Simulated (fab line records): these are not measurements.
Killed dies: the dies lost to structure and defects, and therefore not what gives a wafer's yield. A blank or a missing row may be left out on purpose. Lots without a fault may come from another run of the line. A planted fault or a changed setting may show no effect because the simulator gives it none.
What tool caused it? ; flow n5Finfet ; 10 lots, 30 wafers sampled, at 5 steps of a route of 1938

## WHAT THE GAUGES SHOWED, per wafer
N5_BEOL_M8_THK_MEAS_01. Usual: for M8_ILD_THK the level is 155.2 nm and the standard deviation is 2.1.
lot;measured;on;M8_ILD_THK (nm);flag
L763;day 9 18:53;filmMetro-01;153.0 155.6 158.4;
L761;day 10 02:34;filmMetro-02;153.4 155.7 155.0;
L765;day 10 10:40;filmMetro-02;154.4 155.8 156.9;
L766;day 10 10:57;filmMetro-02;153.5 155.7 156.7;
L767;day 10 13:46;filmMetro-02;155.9 155.3 156.8;
L771;day 11 18:48;filmMetro-01;152.0 134.2 154.0;OFF
L777;day 13 09:39;filmMetro-01;156.7 155.1 159.1;
L782;day 14 13:41;filmMetro-02;153.7 152.5 152.9;
L781;day 14 13:49;filmMetro-01;153.4 155.7 155.5;
L783;day 15 06:14;filmMetro-01;157.1 156.6 157.8;

## EACH LOT AND THE TOOL THAT RAN IT (in order: tool; ch and the chambers of the sampled wafers; start)
lot;N5_BEOL_M7_TRENCH_ETCH_37;N5_BEOL_M7_SPUTTER_48;N5_BEOL_M7_ANNEAL_51;N5_BEOL_M8_ILD_DEP_00
L763;rieDiel-01 ch 1,2, day 9 17:12 or earlier;pvdSputter-01, day 9 17:12;rtpAnneal-01 ch 0, day 9 17:37;pecvd-02 ch 0,1, day 9 18:18
L761;rieDiel-01 ch 1,2,3, day 10 00:56 or earlier;pvdSputter-02, day 10 00:56;rtpAnneal-02 ch 0, day 10 01:16;pecvd-02 ch 0,2, day 10 01:59
L765;rieDiel-06 ch 0,3, day 10 09:05 or earlier;pvdSputter-01, day 10 09:05;rtpAnneal-01 ch 0, day 10 09:23;pecvd-02 ch 1,2, day 10 10:05
L766;rieDiel-01 ch 0,1,2, day 10 09:14 or earlier;pvdSputter-02, day 10 09:14;rtpAnneal-01 ch 0, day 10 09:34;pecvd-02 ch 0,2, day 10 10:22
L767;rieDiel-06 ch 0,1, day 10 11:55 or earlier;pvdSputter-03, day 10 11:55;rtpAnneal-02 ch 0, day 10 12:17;pecvd-03 ch 0,2, day 10 13:11
L771;rieDiel-01 ch 0,2,3, day 11 16:41 or earlier;pvdSputter-01, day 11 16:41;rtpAnneal-01 ch 0, day 11 17:29;pecvd-02 ch 0,1,2, day 11 18:13
L777;rieDiel-03 ch 0,2,3, day 13 08:00 or earlier;pvdSputter-02, day 13 08:00;rtpAnneal-02 ch 0, day 13 08:13;pecvd-03 ch 0,1,2, day 13 09:01
L782;rieDiel-03 ch 0,2,3, day 14 11:46 or earlier;pvdSputter-01, day 14 11:46;rtpAnneal-01 ch 0, day 14 12:19;pecvd-02 ch 1,2, day 14 13:06
L781;rieDiel-01 ch 0,1,3, day 14 11:58 or earlier;pvdSputter-02, day 14 11:58;rtpAnneal-02 ch 0, day 14 12:29;pecvd-04 ch 0,1,2, day 14 13:14
L783;rieDiel-06 ch 0,1,3, day 15 04:08 or earlier;pvdSputter-02, day 15 04:08;rtpAnneal-01 ch 0, day 15 05:01;pecvd-04 ch 0,1,2, day 15 05:41
- N5_BEOL_M7_TRENCH_ETCH_37: etches SiCOH lowk in C4F6/O2, target depth 93.478 nm, time 31.2 s.
- N5_BEOL_M7_SPUTTER_48: material Cu, target thk 10 nm, time 1.667 s.
- N5_BEOL_M7_ANNEAL_51: time 90 s.
- N5_BEOL_M8_ILD_DEP_00: deposits SiCOH lowk from DEMS/porogen, target thk 179.75 nm, time 33.4 s.

## WHAT THE TOOLS THEMSELVES READ (means of the sampled wafers that have a number; where no wafer has one, the mark that the record gives instead)
N5_BEOL_M7_TRENCH_ETCH_37. Usual: drypumpMotorCurrentA 5.7 A, standard deviation 0.38; oesProductAu 0.78 a.u., standard deviation 0.08; rfVppV 661 V, standard deviation 11; showerheadPlenumPTorr 2.84 Torr, standard deviation 0.11; throttleValvePct 20.80 %, standard deviation 0.27.
lot;tool;drypumpMotorCurrentA (A);oesProductAu (a.u.);rfVppV (V);showerheadPlenumPTorr (Torr);throttleValvePct (%);flag
L763;rieDiel-01;6.0;0.70;659;2.73;20.86;
L761;rieDiel-01;6.1;0.76;669;2.77;20.78;
L765;rieDiel-06;5.5;0.85;665;2.91;20.90;
L766;rieDiel-01;5.7;0.70;656;2.81;20.87;
L767;rieDiel-06;5.8;0.87;653;2.78;20.63;
L771;rieDiel-01;5.8;0.74;663;2.79;20.82;
L777;rieDiel-03;5.5;0.81;662;2.87;20.72;
L782;rieDiel-03;5.4;0.80;662;2.87;20.73;
L781;rieDiel-01;5.7;0.73;667;2.83;20.84;
L783;rieDiel-06;5.7;0.81;662;2.86;20.76;

N5_BEOL_M7_SPUTTER_48. Usual: chuckGasFlowSccm 1.25 sccm, standard deviation 0.058; chuckSensorTempC -15.9 C, standard deviation 0.46; substrateTempC -19.99 C, standard deviation 0.098; throttleValvePct 29.7 %, standard deviation 0.99.
lot;tool;chuckGasFlowSccm (sccm);chuckSensorTempC (C);substrateTempC (C);throttleValvePct (%);flag
L763;pvdSputter-01;1.28;-16.0;-19.90;30.2;
L761;pvdSputter-02;1.26;-16.1;-20.02;29.5;
L765;pvdSputter-01;1.22;-15.9;-19.95;28.7;
L766;pvdSputter-02;1.27;-16.1;-19.98;29.6;
L767;pvdSputter-03;1.30;-15.7;-20.07;29.2;
L771;pvdSputter-01;1.22;-16.0;-19.93;30.0;
L777;pvdSputter-02;1.26;-16.0;-19.90;29.5;
L782;pvdSputter-01;1.22;-15.3;-19.87;30.5;
L781;pvdSputter-02;1.23;-15.9;-20.04;29.6;
L783;pvdSputter-02;1.25;-16.1;-19.96;29.7;

N5_BEOL_M7_ANNEAL_51. Usual: annealTempCMax 225.93, standard deviation 0.26; wafer_temp_C_max 226.1, standard deviation 0.4.
lot;tool;annealTempCMax;wafer_temp_C_max;flag
L763;rtpAnneal-01;225.67;225.8;
L761;rtpAnneal-02;225.93;226.3;
L765;rtpAnneal-01;225.87;225.4;
L766;rtpAnneal-01;225.94;225.3;
L767;rtpAnneal-02;226.22;226.2;
L771;rtpAnneal-01;225.72;226.1;
L777;rtpAnneal-02;226.06;226.0;
L782;rtpAnneal-01;225.83;225.7;
L781;rtpAnneal-02;226.18;226.2;
L783;rtpAnneal-01;225.62;225.8;

N5_BEOL_M8_ILD_DEP_00. Usual: heaterPowerOuterW 140 W, standard deviation 25; heaterPowerW 309 W, standard deviation 49; showerheadPlenumPTorr 5.745 Torr, standard deviation 0.016; showerheadVppV 1375 V, standard deviation 68; susceptorTempC 299.99 C, standard deviation 0.19; throttleValvePct 13.9 %, standard deviation 0.64.
lot;tool;heaterPowerOuterW (W);heaterPowerW (W);showerheadPlenumPTorr (Torr);showerheadVppV (V);susceptorTempC (C);throttleValvePct (%);flag
L763;pecvd-02;137;293;5.744;1376;299.91;13.9;
L761;pecvd-02;172;379;5.737;1342;299.94;14.0;
L765;pecvd-02;176;367;5.738;1346;300.13;13.5;
L766;pecvd-02;156;351;5.735;1326;300.07;14.5;
L767;pecvd-03;105;269;5.750;1413;299.95;13.7;
L771;pecvd-02;182;379;5.744;1362;309.13;14.3;OFF
L777;pecvd-03;134;290;5.747;1457;299.84;13.9;
L782;pecvd-02;149;315;5.752;1385;300.05;13.6;
L781;pecvd-04;117;268;5.759;1368;300.09;13.4;
L783;pecvd-04;116;267;5.751;1346;299.89;13.3;

## THE ANSWER, worked out from the rows above alone
Rule: take the mean of a lot's wafers that have a number; if it is more than 3 standard deviations from the usual mean, the lot is off. Also off: a lot with no number at a reading for which 4 or more lots have one. All remaining lots with rows at the step are treated as sound. Order of review: gauges by route order, followed by the tools' own readings, for which a lot's mean as printed above is used. The first step at which some lot is off is used, and at that step the reading that is off furthest; a lot without a number counts as furthest.
Off: L771, seen at N5_BEOL_M8_THK_MEAS_01 (M8_ILD_THK).
A tool fits if, at a process step before that reading, it ran every lot that is off, and no sound lot after the first of them. Not tried: the gauges at N5_BEOL_M8_THK_MEAS_01; whatever is off there is also off at N5_BEOL_M8_ILD_DEP_00, on other tools, and gauge error can't account for it. Because N5_BEOL_M7_TRENCH_ETCH_37 lacks a start for some lots, the hours and order of its lots are taken from N5_BEOL_M7_SPUTTER_48. Not one of the candidates tried fits.

## WHAT THE SIMULATOR HAD INSERTED
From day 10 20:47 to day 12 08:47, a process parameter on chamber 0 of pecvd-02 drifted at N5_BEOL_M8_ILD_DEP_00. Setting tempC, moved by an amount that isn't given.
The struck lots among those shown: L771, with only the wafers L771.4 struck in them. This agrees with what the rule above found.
